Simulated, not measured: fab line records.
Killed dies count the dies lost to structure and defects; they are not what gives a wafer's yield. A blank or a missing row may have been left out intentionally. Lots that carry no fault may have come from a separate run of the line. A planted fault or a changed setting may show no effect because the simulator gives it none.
Which tool is to blame? :: flow nandHarc :: at 1 step of a route of 1159, 6 lots with 18 wafers sampled

## WHAT EACH GAUGE READ, for each wafer
NHARC_A_M0_INSPECT_27.
lot: L116
measured: day 18 02:20
on: defectInspect-01
rawDefectCount: 402 298 388

lot: L123
measured: day 20 20:13
on: defectInspect-01
rawDefectCount: 510 349 548

lot: L122
measured: day 20 21:25
on: defectInspect-01
rawDefectCount: 413 585 358

lot: L125
measured: day 21 19:46
on: defectInspect-02
rawDefectCount: 549 325 323

lot: L131
measured: day 22 10:48
on: defectInspect-01
rawDefectCount: 383 343 375

lot: L134
measured: day 23 12:31
on: defectInspect-02
rawDefectCount: 558 507 409

## WHAT TOOL EACH LOT RAN ON (gives the tool, then ch and the chambers of the sampled wafers, and finally the start)
Record: no process step prior to these readings.

## THE ANSWER, worked out from the rows above alone
Rule: what is usual is taken from the lots themselves. The widest of any qualifying gaps counts: lots, ordered by their means at a reading, are off when they make up no more than a third of the lots, leave a main group of 4 or more, and stand apart from it by 3 or more times the standard deviation of that group's means. A main group is skipped when, at the precision printed for the reading in the tables above, its means are all equal. Also off: a lot with no number at a reading for which 4 or more lots have one. Where the step has rows for the other lots, those lots are counted as sound.
Across all readings shown, no lot is off: no conclusion can be drawn from this.

## WHAT THE SIMULATOR PUT IN
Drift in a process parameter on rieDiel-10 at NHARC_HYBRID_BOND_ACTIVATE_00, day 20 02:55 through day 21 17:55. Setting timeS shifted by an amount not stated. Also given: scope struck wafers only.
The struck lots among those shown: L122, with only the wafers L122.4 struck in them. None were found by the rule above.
